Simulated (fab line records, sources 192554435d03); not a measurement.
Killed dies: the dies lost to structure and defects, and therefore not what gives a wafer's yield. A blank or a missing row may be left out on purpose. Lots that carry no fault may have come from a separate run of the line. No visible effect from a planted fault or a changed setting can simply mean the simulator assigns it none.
fab line records / flow n5Finfet
[record] lots = 7 wafers = 39
route steps=1938 shown FIN_CUT@169 STI_FIN_REVEAL@183 DUMMY_GATE@243 SPACER0@259 GATE_CUT@492 MOL_CONTACT_COAG@615 BEOL_M4@1111
startH: start of the lot's first displayed wafer, in hours after the record's first day / waitH: hours from the lot's prior step to this one / " as in the row above / L1.1+2: several wafers, shown together as one row / - value missing, or start not given / * or withheld: withheld / < > ~ a bound
route shown NAME@n: a module of which the file shows steps, and the number in the route of the first / usual: mean and standard deviation over wafers with no fault / same: alike in all rows / chamber/n: place in a boat / sites: per-site readings / _std_site: standard deviation of those values / _edge_site: inner sites' mean taken away from outer sites' mean / radiusMm: for every site, how far away it sits from the centre of the wafer / mask NAME#n: copy n / behind: tool/chamber where the wafer was last shaped / hold: what put the lot on hold/how long, in hours/how the hold closed / device: transistor that didn't switch, given as n, p or np / end of line: at the end of the route, the tests of the same wafers / a step without rows: its recipe alone / killed: dies that structure and defects cost at the first sort, which is not the same as the wafer's yield / map: dies across one wafer; x = killed, . = not, _ = none there
set.NAME: the setting as run; set.NAME@STEP: as run at that earlier step / model.NAME: the simulator's own value behind a step, which no gauge read
lots where settings were altered on purpose, with a table for each step and a row for each wafer
[[steps]]
[step N5_FIN_CUT_ETCH_21]
[recipe] chemistry = N2/H2 target = SOC targetDepthA = 2190 overetchA = 438 maskMaterial = SiARC tempC = 40 ionEnergyEv = 100 biasW = 61 timeS = 523.5 pressureMtorr = 30 sourceW = 850 n2FlowSccm = 200 h2FlowSccm = 200
[step N5_STI_FIN_REVEAL_ALD_00]
[recipe] material = SiO2 targetThkA = 10 tempC = 300 aldPrecursorFamily = BDEAS aldCoReactant = O2-plasma pulseTimeS = 1 pressureTorr = 2
[step N5_DUMMY_GATE_ETCH_31]
[recipe] chemistry = C4F6/O2 target = SiO2 maskMaterial = SOC targetDepthA = 825 timeS = 27.5 ionEnergyEv = 250 pressureMtorr = 30 sourceW = 345 biasW = 185 Ar_flow_sccm = 300 C4F6_flow_sccm = 10 O2_flow_sccm = 10
[step N5_DUMMY_GATE_ETCH_32]
[recipe] chemistry = CF4 target = SiO2 targetDepthA = 35 timeS = 3.9 ionEnergyEv = 350 pressureMtorr = 10 icpW = 800 biasW = 400 cf4FlowSccm = 80
[step N5_DUMMY_GATE_ETCH_44]
[recipe] chemistry = HBr/O2 overEtchFrac = 0.7 targetDepthA = 1275 stopOn = SiO2 ionEnergyEv = 60 biasW = 20 target = poly-Si maskMaterial = SiO2 pressureMtorr = 20 icpW = 400 HBr_flow_sccm = 120 O2_flow_sccm = 10
[step N5_SPACER0_ALD_00]
[recipe] material = SiOCN targetThkA = 35 tempC = 400 aldPrecursorFamily = alkyl-aminosilane aldCoReactant = O2/N2-plasma pulseTimeS = 3 purgeTimeS = 2 coReactantPurgeTimeS = 2 aldCycles = 58 pressureTorr = 2
[step N5_GATE_CUT_ETCH_36]
[recipe] chemistry = CF4 target = SiARC targetDepthA = 130 maskMaterial = CAR-EUV timeS = 21.7 ionEnergyEv = 80 pressureMtorr = 40 sourceW = 545 biasW = 36 Ar_flow_sccm = 100 cf4FlowSccm = 100 ends = cleared
[step N5_MOL_CONTACT_COAG_VIA_ETCH_117]
[recipe] chemistry = C4F6/O2 targetDepthA = 400 overetchA = 80 maskMaterial = SOC target = SiO2 biasW = 455 pressureMtorr = 10 timeS = 26 sourceW = 325 Ar_flow_sccm = 300 C4F6_flow_sccm = 10 O2_flow_sccm = 10 ionEnergyEv = 575.3 ends = endPoint
[step N5_BEOL_M4_RC_MEAS_101]
[usual] REXT_N = 75.5/1.5 REXT_P = 100.4/2.4
lot.wafer=L075.1 tool=prober-02 chamber=0 startH=185.65 waitH=0.0 set.biasW@FIN_CUT_ETCH_21=61 set.targetThkA@STI_FIN_REVEAL_ALD_00=10 set.targetDepthA@DUMMY_GATE_ETCH_31=825 set.timeS@DUMMY_GATE_ETCH_32=4.253 set.targetDepthA@DUMMY_GATE_ETCH_44=1275 set.aldCycles@SPACER0_ALD_00=52 set.cf4FlowSccm@GATE_CUT_ETCH_36=100 set.biasW@MOL_CONTACT_COAG_VIA_ETCH_117=521.5 REXT_N[ohm.um]=71.7 REXT_P[ohm.um]=96.0
lot.wafer=L075.2 tool=prober-02 chamber=0 startH=185.65 waitH=0.0 set.biasW@FIN_CUT_ETCH_21=61 set.targetThkA@STI_FIN_REVEAL_ALD_00=10 set.targetDepthA@DUMMY_GATE_ETCH_31=825 set.timeS@DUMMY_GATE_ETCH_32=4.253 set.targetDepthA@DUMMY_GATE_ETCH_44=1329 set.aldCycles@SPACER0_ALD_00=58 set.cf4FlowSccm@GATE_CUT_ETCH_36=100 set.biasW@MOL_CONTACT_COAG_VIA_ETCH_117=455 REXT_N[ohm.um]=74.7 REXT_P[ohm.um]=100.7
lot.wafer=L075.3 tool=prober-02 chamber=0 startH=185.65 waitH=0.0 set.biasW@FIN_CUT_ETCH_21=61 set.targetThkA@STI_FIN_REVEAL_ALD_00=10 set.targetDepthA@DUMMY_GATE_ETCH_31=825 set.timeS@DUMMY_GATE_ETCH_32=3.9 set.targetDepthA@DUMMY_GATE_ETCH_44=1329 set.aldCycles@SPACER0_ALD_00=58 set.cf4FlowSccm@GATE_CUT_ETCH_36=100 set.biasW@MOL_CONTACT_COAG_VIA_ETCH_117=521.5 REXT_N[ohm.um]=74.1 REXT_P[ohm.um]=100.9
lot.wafer=L075.4 tool=prober-02 chamber=0 startH=185.65 waitH=0.0 set.biasW@FIN_CUT_ETCH_21=61 set.targetThkA@STI_FIN_REVEAL_ALD_00=10 set.targetDepthA@DUMMY_GATE_ETCH_31=825 set.timeS@DUMMY_GATE_ETCH_32=3.9 set.targetDepthA@DUMMY_GATE_ETCH_44=1329 set.aldCycles@SPACER0_ALD_00=52 set.cf4FlowSccm@GATE_CUT_ETCH_36=100 set.biasW@MOL_CONTACT_COAG_VIA_ETCH_117=455 REXT_N[ohm.um]=71.7 REXT_P[ohm.um]=96.9
lot.wafer=L075.5 tool=prober-02 chamber=0 startH=185.65 waitH=0.0 set.biasW@FIN_CUT_ETCH_21=61 set.targetThkA@STI_FIN_REVEAL_ALD_00=10 set.targetDepthA@DUMMY_GATE_ETCH_31=825 set.timeS@DUMMY_GATE_ETCH_32=3.9 set.targetDepthA@DUMMY_GATE_ETCH_44=1275 set.aldCycles@SPACER0_ALD_00=52 set.cf4FlowSccm@GATE_CUT_ETCH_36=100 set.biasW@MOL_CONTACT_COAG_VIA_ETCH_117=521.5 REXT_N[ohm.um]=71.0 REXT_P[ohm.um]=96.7
lot.wafer=L075.6 tool=prober-02 chamber=0 startH=185.65 waitH=0.0 set.biasW@FIN_CUT_ETCH_21=61 set.targetThkA@STI_FIN_REVEAL_ALD_00=10 set.targetDepthA@DUMMY_GATE_ETCH_31=825 set.timeS@DUMMY_GATE_ETCH_32=4.253 set.targetDepthA@DUMMY_GATE_ETCH_44=1275 set.aldCycles@SPACER0_ALD_00=58 set.cf4FlowSccm@GATE_CUT_ETCH_36=100 set.biasW@MOL_CONTACT_COAG_VIA_ETCH_117=455 REXT_N[ohm.um]=74.7 REXT_P[ohm.um]=99.9
lot.wafer=L077.1 tool=prober-02 chamber=0 startH=201.17 waitH=0.8 set.biasW@FIN_CUT_ETCH_21=61 set.targetThkA@STI_FIN_REVEAL_ALD_00=11.4 set.targetDepthA@DUMMY_GATE_ETCH_31=825 set.timeS@DUMMY_GATE_ETCH_32=3.9 set.targetDepthA@DUMMY_GATE_ETCH_44=1192 set.aldCycles@SPACER0_ALD_00=55 set.cf4FlowSccm@GATE_CUT_ETCH_36=100 set.biasW@MOL_CONTACT_COAG_VIA_ETCH_117=512.5 REXT_N[ohm.um]=73.2 REXT_P[ohm.um]=97.9
lot.wafer=L077.2 tool=prober-02 chamber=0 startH=201.17 waitH=0.8 set.biasW@FIN_CUT_ETCH_21=61 set.targetThkA@STI_FIN_REVEAL_ALD_00=10 set.targetDepthA@DUMMY_GATE_ETCH_31=825 set.timeS@DUMMY_GATE_ETCH_32=3.9 set.targetDepthA@DUMMY_GATE_ETCH_44=1192 set.aldCycles@SPACER0_ALD_00=58 set.cf4FlowSccm@GATE_CUT_ETCH_36=100 set.biasW@MOL_CONTACT_COAG_VIA_ETCH_117=455 REXT_N[ohm.um]=76.4 REXT_P[ohm.um]=102.9
lot.wafer=L077.3 tool=prober-02 chamber=0 startH=201.17 waitH=0.8 set.biasW@FIN_CUT_ETCH_21=61 set.targetThkA@STI_FIN_REVEAL_ALD_00=11.4 set.targetDepthA@DUMMY_GATE_ETCH_31=748.1 set.timeS@DUMMY_GATE_ETCH_32=3.9 set.targetDepthA@DUMMY_GATE_ETCH_44=1275 set.aldCycles@SPACER0_ALD_00=55 set.cf4FlowSccm@GATE_CUT_ETCH_36=100 set.biasW@MOL_CONTACT_COAG_VIA_ETCH_117=455 REXT_N[ohm.um]=72.6 REXT_P[ohm.um]=96.5
lot.wafer=L077.4 tool=prober-02 chamber=0 startH=201.17 waitH=0.8 set.biasW@FIN_CUT_ETCH_21=61 set.targetThkA@STI_FIN_REVEAL_ALD_00=11.4 set.targetDepthA@DUMMY_GATE_ETCH_31=825 set.timeS@DUMMY_GATE_ETCH_32=3.9 set.targetDepthA@DUMMY_GATE_ETCH_44=1275 set.aldCycles@SPACER0_ALD_00=58 set.cf4FlowSccm@GATE_CUT_ETCH_36=100 set.biasW@MOL_CONTACT_COAG_VIA_ETCH_117=512.5 REXT_N[ohm.um]=75.3 REXT_P[ohm.um]=99.9
lot.wafer=L077.5 tool=prober-02 chamber=0 startH=201.17 waitH=0.8 set.biasW@FIN_CUT_ETCH_21=61 set.targetThkA@STI_FIN_REVEAL_ALD_00=10 set.targetDepthA@DUMMY_GATE_ETCH_31=748.1 set.timeS@DUMMY_GATE_ETCH_32=3.9 set.targetDepthA@DUMMY_GATE_ETCH_44=1275 set.aldCycles@SPACER0_ALD_00=55 set.cf4FlowSccm@GATE_CUT_ETCH_36=100 set.biasW@MOL_CONTACT_COAG_VIA_ETCH_117=455 REXT_N[ohm.um]=72.8 REXT_P[ohm.um]=98.7
lot.wafer=L077.6 tool=prober-02 chamber=0 startH=201.17 waitH=0.8 set.biasW@FIN_CUT_ETCH_21=61 set.targetThkA@STI_FIN_REVEAL_ALD_00=10 set.targetDepthA@DUMMY_GATE_ETCH_31=748.1 set.timeS@DUMMY_GATE_ETCH_32=3.9 set.targetDepthA@DUMMY_GATE_ETCH_44=1192 set.aldCycles@SPACER0_ALD_00=58 set.cf4FlowSccm@GATE_CUT_ETCH_36=100 set.biasW@MOL_CONTACT_COAG_VIA_ETCH_117=512.5 REXT_N[ohm.um]=76.1 REXT_P[ohm.um]=101.1
lot.wafer=L078.1 tool=prober-02 chamber=0 startH=207.06 waitH=0.0 set.biasW@FIN_CUT_ETCH_21=61 set.targetThkA@STI_FIN_REVEAL_ALD_00=9.269 set.targetDepthA@DUMMY_GATE_ETCH_31=825 set.timeS@DUMMY_GATE_ETCH_32=3.9 set.targetDepthA@DUMMY_GATE_ETCH_44=1275 set.aldCycles@SPACER0_ALD_00=58 set.cf4FlowSccm@GATE_CUT_ETCH_36=100 set.biasW@MOL_CONTACT_COAG_VIA_ETCH_117=455 REXT_N[ohm.um]=76.8 REXT_P[ohm.um]=100.5
lot.wafer=L078.2 tool=prober-02 chamber=0 startH=207.06 waitH=0.0 set.biasW@FIN_CUT_ETCH_21=61 set.targetThkA@STI_FIN_REVEAL_ALD_00=9.269 set.targetDepthA@DUMMY_GATE_ETCH_31=728.2 set.timeS@DUMMY_GATE_ETCH_32=3.9 set.targetDepthA@DUMMY_GATE_ETCH_44=1275 set.aldCycles@SPACER0_ALD_00=66 set.cf4FlowSccm@GATE_CUT_ETCH_36=100 set.biasW@MOL_CONTACT_COAG_VIA_ETCH_117=508.8 REXT_N[ohm.um]=83.2 REXT_P[ohm.um]=106.4
lot.wafer=L078.3 tool=prober-02 chamber=0 startH=207.06 waitH=0.0 set.biasW@FIN_CUT_ETCH_21=61 set.targetThkA@STI_FIN_REVEAL_ALD_00=10 set.targetDepthA@DUMMY_GATE_ETCH_31=825 set.timeS@DUMMY_GATE_ETCH_32=3.9 set.targetDepthA@DUMMY_GATE_ETCH_44=1275 set.aldCycles@SPACER0_ALD_00=66 set.cf4FlowSccm@GATE_CUT_ETCH_36=100 set.biasW@MOL_CONTACT_COAG_VIA_ETCH_117=508.8 REXT_N[ohm.um]=82.1 REXT_P[ohm.um]=106.0
lot.wafer=L078.4 tool=prober-02 chamber=0 startH=207.06 waitH=0.0 set.biasW@FIN_CUT_ETCH_21=61 set.targetThkA@STI_FIN_REVEAL_ALD_00=10 set.targetDepthA@DUMMY_GATE_ETCH_31=728.2 set.timeS@DUMMY_GATE_ETCH_32=3.9 set.targetDepthA@DUMMY_GATE_ETCH_44=1197 set.aldCycles@SPACER0_ALD_00=58 set.cf4FlowSccm@GATE_CUT_ETCH_36=100 set.biasW@MOL_CONTACT_COAG_VIA_ETCH_117=508.8 REXT_N[ohm.um]=77.1 REXT_P[ohm.um]=99.1
lot.wafer=L078.5 tool=prober-02 chamber=0 startH=207.06 waitH=0.0 set.biasW@FIN_CUT_ETCH_21=61 set.targetThkA@STI_FIN_REVEAL_ALD_00=9.269 set.targetDepthA@DUMMY_GATE_ETCH_31=728.2 set.timeS@DUMMY_GATE_ETCH_32=3.9 set.targetDepthA@DUMMY_GATE_ETCH_44=1197 set.aldCycles@SPACER0_ALD_00=58 set.cf4FlowSccm@GATE_CUT_ETCH_36=100 set.biasW@MOL_CONTACT_COAG_VIA_ETCH_117=455 REXT_N[ohm.um]=77.0 REXT_P[ohm.um]=98.8
lot.wafer=L078.6 tool=prober-02 chamber=0 startH=207.06 waitH=0.0 set.biasW@FIN_CUT_ETCH_21=61 set.targetThkA@STI_FIN_REVEAL_ALD_00=10 set.targetDepthA@DUMMY_GATE_ETCH_31=825 set.timeS@DUMMY_GATE_ETCH_32=3.9 set.targetDepthA@DUMMY_GATE_ETCH_44=1197 set.aldCycles@SPACER0_ALD_00=66 set.cf4FlowSccm@GATE_CUT_ETCH_36=100 set.biasW@MOL_CONTACT_COAG_VIA_ETCH_117=455 REXT_N[ohm.um]=82.1 REXT_P[ohm.um]=108.4
lot.wafer=L081.1 tool=prober-02 chamber=0 startH=216.87 waitH=0.0 set.biasW@FIN_CUT_ETCH_21=61 set.targetThkA@STI_FIN_REVEAL_ALD_00=10 set.targetDepthA@DUMMY_GATE_ETCH_31=825 set.timeS@DUMMY_GATE_ETCH_32=4.474 set.targetDepthA@DUMMY_GATE_ETCH_44=1275 set.aldCycles@SPACER0_ALD_00=58 set.cf4FlowSccm@GATE_CUT_ETCH_36=100 set.biasW@MOL_CONTACT_COAG_VIA_ETCH_117=540.4 REXT_N[ohm.um]=75.7 REXT_P[ohm.um]=101.6
lot.wafer=L081.2 tool=prober-02 chamber=0 startH=216.87 waitH=0.0 set.biasW@FIN_CUT_ETCH_21=54.84 set.targetThkA@STI_FIN_REVEAL_ALD_00=10 set.targetDepthA@DUMMY_GATE_ETCH_31=825 set.timeS@DUMMY_GATE_ETCH_32=3.9 set.targetDepthA@DUMMY_GATE_ETCH_44=1415 set.aldCycles@SPACER0_ALD_00=58 set.cf4FlowSccm@GATE_CUT_ETCH_36=100 set.biasW@MOL_CONTACT_COAG_VIA_ETCH_117=540.4 REXT_N[ohm.um]=76.6 REXT_P[ohm.um]=102.3
lot.wafer=L081.3 tool=prober-02 chamber=0 startH=216.87 waitH=0.0 set.biasW@FIN_CUT_ETCH_21=54.84 set.targetThkA@STI_FIN_REVEAL_ALD_00=10 set.targetDepthA@DUMMY_GATE_ETCH_31=856.5 set.timeS@DUMMY_GATE_ETCH_32=3.9 set.targetDepthA@DUMMY_GATE_ETCH_44=1275 set.aldCycles@SPACER0_ALD_00=58 set.cf4FlowSccm@GATE_CUT_ETCH_36=122.8 set.biasW@MOL_CONTACT_COAG_VIA_ETCH_117=455 REXT_N[ohm.um]=75.6 REXT_P[ohm.um]=102.0
lot.wafer=L081.4 tool=prober-02 chamber=0 startH=216.87 waitH=0.0 set.biasW@FIN_CUT_ETCH_21=61 set.targetThkA@STI_FIN_REVEAL_ALD_00=8.737 set.targetDepthA@DUMMY_GATE_ETCH_31=825 set.timeS@DUMMY_GATE_ETCH_32=3.9 set.targetDepthA@DUMMY_GATE_ETCH_44=1275 set.aldCycles@SPACER0_ALD_00=58 set.cf4FlowSccm@GATE_CUT_ETCH_36=122.8 set.biasW@MOL_CONTACT_COAG_VIA_ETCH_117=540.4 REXT_N[ohm.um]=77.0 REXT_P[ohm.um]=104.4
lot.wafer=L081.5 tool=prober-02 chamber=0 startH=216.87 waitH=0.0 set.biasW@FIN_CUT_ETCH_21=54.84 set.targetThkA@STI_FIN_REVEAL_ALD_00=8.737 set.targetDepthA@DUMMY_GATE_ETCH_31=856.5 set.timeS@DUMMY_GATE_ETCH_32=4.474 set.targetDepthA@DUMMY_GATE_ETCH_44=1415 set.aldCycles@SPACER0_ALD_00=58 set.cf4FlowSccm@GATE_CUT_ETCH_36=122.8 set.biasW@MOL_CONTACT_COAG_VIA_ETCH_117=455 REXT_N[ohm.um]=76.5 REXT_P[ohm.um]=103.4
lot.wafer=L081.6 tool=prober-02 chamber=0 startH=216.87 waitH=0.0 set.biasW@FIN_CUT_ETCH_21=61 set.targetThkA@STI_FIN_REVEAL_ALD_00=8.737 set.targetDepthA@DUMMY_GATE_ETCH_31=856.5 set.timeS@DUMMY_GATE_ETCH_32=4.474 set.targetDepthA@DUMMY_GATE_ETCH_44=1415 set.aldCycles@SPACER0_ALD_00=58 set.cf4FlowSccm@GATE_CUT_ETCH_36=100 set.biasW@MOL_CONTACT_COAG_VIA_ETCH_117=455 REXT_N[ohm.um]=76.5 REXT_P[ohm.um]=103.1
lot.wafer=L087.1 tool=prober-01 chamber=0 startH=263.90 waitH=0.0 set.biasW@FIN_CUT_ETCH_21=61 set.targetThkA@STI_FIN_REVEAL_ALD_00=10 set.targetDepthA@DUMMY_GATE_ETCH_31=825 set.timeS@DUMMY_GATE_ETCH_32=3.9 set.targetDepthA@DUMMY_GATE_ETCH_44=1275 set.aldCycles@SPACER0_ALD_00=58 set.cf4FlowSccm@GATE_CUT_ETCH_36=100 set.biasW@MOL_CONTACT_COAG_VIA_ETCH_117=455 REXT_N[ohm.um]=74.5 REXT_P[ohm.um]=97.9
lot.wafer=L087.2 tool=prober-01 chamber=0 startH=263.90 waitH=0.0 set.biasW@FIN_CUT_ETCH_21=50.85 set.targetThkA@STI_FIN_REVEAL_ALD_00=10 set.targetDepthA@DUMMY_GATE_ETCH_31=900.7 set.timeS@DUMMY_GATE_ETCH_32=3.197 set.targetDepthA@DUMMY_GATE_ETCH_44=1275 set.aldCycles@SPACER0_ALD_00=58 set.cf4FlowSccm@GATE_CUT_ETCH_36=100 set.biasW@MOL_CONTACT_COAG_VIA_ETCH_117=514.3 REXT_N[ohm.um]=75.9 REXT_P[ohm.um]=99.3
lot.wafer=L087.3 tool=prober-01 chamber=0 startH=263.90 waitH=0.0 set.biasW@FIN_CUT_ETCH_21=50.85 set.targetThkA@STI_FIN_REVEAL_ALD_00=10 set.targetDepthA@DUMMY_GATE_ETCH_31=900.7 set.timeS@DUMMY_GATE_ETCH_32=3.9 set.targetDepthA@DUMMY_GATE_ETCH_44=1137 set.aldCycles@SPACER0_ALD_00=53 set.cf4FlowSccm@GATE_CUT_ETCH_36=100 set.biasW@MOL_CONTACT_COAG_VIA_ETCH_117=455 REXT_N[ohm.um]=71.2 REXT_P[ohm.um]=93.2
lot.wafer=L087.4 tool=prober-01 chamber=0 startH=263.90 waitH=0.0 set.biasW@FIN_CUT_ETCH_21=61 set.targetThkA@STI_FIN_REVEAL_ALD_00=10 set.targetDepthA@DUMMY_GATE_ETCH_31=900.7 set.timeS@DUMMY_GATE_ETCH_32=3.9 set.targetDepthA@DUMMY_GATE_ETCH_44=1137 set.aldCycles@SPACER0_ALD_00=53 set.cf4FlowSccm@GATE_CUT_ETCH_36=100 set.biasW@MOL_CONTACT_COAG_VIA_ETCH_117=514.3 REXT_N[ohm.um]=71.6 REXT_P[ohm.um]=94.7
lot.wafer=L087.5 tool=prober-01 chamber=0 startH=263.90 waitH=0.0 set.biasW@FIN_CUT_ETCH_21=50.85 set.targetThkA@STI_FIN_REVEAL_ALD_00=10 set.targetDepthA@DUMMY_GATE_ETCH_31=825 set.timeS@DUMMY_GATE_ETCH_32=3.197 set.targetDepthA@DUMMY_GATE_ETCH_44=1137 set.aldCycles@SPACER0_ALD_00=58 set.cf4FlowSccm@GATE_CUT_ETCH_36=100 set.biasW@MOL_CONTACT_COAG_VIA_ETCH_117=455 REXT_N[ohm.um]=74.7 REXT_P[ohm.um]=97.0
lot.wafer=L087.6 tool=prober-01 chamber=0 startH=263.90 waitH=0.0 set.biasW@FIN_CUT_ETCH_21=61 set.targetThkA@STI_FIN_REVEAL_ALD_00=10 set.targetDepthA@DUMMY_GATE_ETCH_31=825 set.timeS@DUMMY_GATE_ETCH_32=3.197 set.targetDepthA@DUMMY_GATE_ETCH_44=1275 set.aldCycles@SPACER0_ALD_00=53 set.cf4FlowSccm@GATE_CUT_ETCH_36=100 set.biasW@MOL_CONTACT_COAG_VIA_ETCH_117=514.3 REXT_N[ohm.um]=72.0 REXT_P[ohm.um]=94.6
lot.wafer=L088.1 tool=prober-02 chamber=0 startH=267.05 waitH=0.0 set.biasW@FIN_CUT_ETCH_21=61 set.targetThkA@STI_FIN_REVEAL_ALD_00=10.55 set.targetDepthA@DUMMY_GATE_ETCH_31=857.9 set.timeS@DUMMY_GATE_ETCH_32=4.57 set.targetDepthA@DUMMY_GATE_ETCH_44=1438 set.aldCycles@SPACER0_ALD_00=65 set.cf4FlowSccm@GATE_CUT_ETCH_36=100 set.biasW@MOL_CONTACT_COAG_VIA_ETCH_117=455 REXT_N[ohm.um]=78.1 REXT_P[ohm.um]=105.0
lot.wafer=L088.2 tool=prober-02 chamber=0 startH=267.05 waitH=0.0 set.biasW@FIN_CUT_ETCH_21=57.16 set.targetThkA@STI_FIN_REVEAL_ALD_00=10.55 set.targetDepthA@DUMMY_GATE_ETCH_31=857.9 set.timeS@DUMMY_GATE_ETCH_32=3.9 set.targetDepthA@DUMMY_GATE_ETCH_44=1438 set.aldCycles@SPACER0_ALD_00=65 set.cf4FlowSccm@GATE_CUT_ETCH_36=82.11 set.biasW@MOL_CONTACT_COAG_VIA_ETCH_117=455 REXT_N[ohm.um]=80.5 REXT_P[ohm.um]=106.2
lot.wafer=L088.3 tool=prober-02 chamber=0 startH=267.05 waitH=0.0 set.biasW@FIN_CUT_ETCH_21=57.16 set.targetThkA@STI_FIN_REVEAL_ALD_00=10 set.targetDepthA@DUMMY_GATE_ETCH_31=825 set.timeS@DUMMY_GATE_ETCH_32=3.9 set.targetDepthA@DUMMY_GATE_ETCH_44=1275 set.aldCycles@SPACER0_ALD_00=65 set.cf4FlowSccm@GATE_CUT_ETCH_36=100 set.biasW@MOL_CONTACT_COAG_VIA_ETCH_117=455 REXT_N[ohm.um]=79.3 REXT_P[ohm.um]=105.9
lot.wafer=L088.4 tool=prober-02 chamber=0 startH=267.05 waitH=0.0 set.biasW@FIN_CUT_ETCH_21=61 set.targetThkA@STI_FIN_REVEAL_ALD_00=10 set.targetDepthA@DUMMY_GATE_ETCH_31=825 set.timeS@DUMMY_GATE_ETCH_32=3.9 set.targetDepthA@DUMMY_GATE_ETCH_44=1438 set.aldCycles@SPACER0_ALD_00=58 set.cf4FlowSccm@GATE_CUT_ETCH_36=82.11 set.biasW@MOL_CONTACT_COAG_VIA_ETCH_117=455 REXT_N[ohm.um]=75.2 REXT_P[ohm.um]=101.0
lot.wafer=L088.5 tool=prober-02 chamber=0 startH=267.05 waitH=0.0 set.biasW@FIN_CUT_ETCH_21=61 set.targetThkA@STI_FIN_REVEAL_ALD_00=10.55 set.targetDepthA@DUMMY_GATE_ETCH_31=825 set.timeS@DUMMY_GATE_ETCH_32=4.57 set.targetDepthA@DUMMY_GATE_ETCH_44=1275 set.aldCycles@SPACER0_ALD_00=58 set.cf4FlowSccm@GATE_CUT_ETCH_36=100 set.biasW@MOL_CONTACT_COAG_VIA_ETCH_117=455 REXT_N[ohm.um]=75.0 REXT_P[ohm.um]=98.8
lot.wafer=L088.6 tool=prober-02 chamber=0 startH=267.05 waitH=0.0 set.biasW@FIN_CUT_ETCH_21=57.16 set.targetThkA@STI_FIN_REVEAL_ALD_00=10 set.targetDepthA@DUMMY_GATE_ETCH_31=857.9 set.timeS@DUMMY_GATE_ETCH_32=4.57 set.targetDepthA@DUMMY_GATE_ETCH_44=1275 set.aldCycles@SPACER0_ALD_00=58 set.cf4FlowSccm@GATE_CUT_ETCH_36=82.11 set.biasW@MOL_CONTACT_COAG_VIA_ETCH_117=455 REXT_N[ohm.um]=75.1 REXT_P[ohm.um]=99.8
lot.wafer=L089.4 tool=prober-02 chamber=0 startH=278.60 waitH=0.5 set.biasW@FIN_CUT_ETCH_21=61 set.targetThkA@STI_FIN_REVEAL_ALD_00=10 set.targetDepthA@DUMMY_GATE_ETCH_31=825 set.timeS@DUMMY_GATE_ETCH_32=3.9 set.targetDepthA@DUMMY_GATE_ETCH_44=1275 set.aldCycles@SPACER0_ALD_00=58 set.cf4FlowSccm@GATE_CUT_ETCH_36=100 set.biasW@MOL_CONTACT_COAG_VIA_ETCH_117=455 REXT_N[ohm.um]=74.6 REXT_P[ohm.um]=100.1
lot.wafer=L089.5 tool=prober-02 chamber=0 startH=278.60 waitH=0.5 set.biasW@FIN_CUT_ETCH_21=61 set.targetThkA@STI_FIN_REVEAL_ALD_00=10 set.targetDepthA@DUMMY_GATE_ETCH_31=825 set.timeS@DUMMY_GATE_ETCH_32=3.9 set.targetDepthA@DUMMY_GATE_ETCH_44=1275 set.aldCycles@SPACER0_ALD_00=58 set.cf4FlowSccm@GATE_CUT_ETCH_36=100 set.biasW@MOL_CONTACT_COAG_VIA_ETCH_117=455 REXT_N[ohm.um]=74.4 REXT_P[ohm.um]=100.4
lot.wafer=L089.6 tool=prober-02 chamber=0 startH=278.60 waitH=0.5 set.biasW@FIN_CUT_ETCH_21=61 set.targetThkA@STI_FIN_REVEAL_ALD_00=10 set.targetDepthA@DUMMY_GATE_ETCH_31=825 set.timeS@DUMMY_GATE_ETCH_32=3.9 set.targetDepthA@DUMMY_GATE_ETCH_44=1275 set.aldCycles@SPACER0_ALD_00=58 set.cf4FlowSccm@GATE_CUT_ETCH_36=100 set.biasW@MOL_CONTACT_COAG_VIA_ETCH_117=455 REXT_N[ohm.um]=75.0 REXT_P[ohm.um]=100.6
[[key]]
[split] step = N5_FIN_CUT_ETCH_21 setting = biasW statedAs = 61
response none clear
[split] step = N5_STI_FIN_REVEAL_ALD_00 setting = targetThkA statedAs = 10
[response] step = N5_BEOL_M4_RC_MEAS_101 reading = REXT_P slope = -0.137 per = 1% togetherWith = all explained = 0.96
[split] step = N5_DUMMY_GATE_ETCH_31 setting = targetDepthA statedAs = 825
[response] step = N5_BEOL_M4_RC_MEAS_101 reading = REXT_P slope = +0.14 per = 1% togetherWith = all explained = 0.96
[split] step = N5_DUMMY_GATE_ETCH_32 setting = timeS statedAs = 3.9
response none clear
[split] step = N5_DUMMY_GATE_ETCH_44 setting = targetDepthA statedAs = 1275
response none clear
[split] step = N5_SPACER0_ALD_00 setting = aldCycles statedAs = 58
[response] step = N5_BEOL_M4_RC_MEAS_101 reading = REXT_P slope = +0.481 per = 1% togetherWith = all explained = 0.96
[response] step = N5_BEOL_M4_RC_MEAS_101 reading = REXT_N slope = +0.373 per = 1% togetherWith = all explained = 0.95
[split] step = N5_GATE_CUT_ETCH_36 setting = cf4FlowSccm statedAs = 100
response none clear
[split] step = N5_MOL_CONTACT_COAG_VIA_ETCH_117 setting = biasW statedAs = 455
response none clear
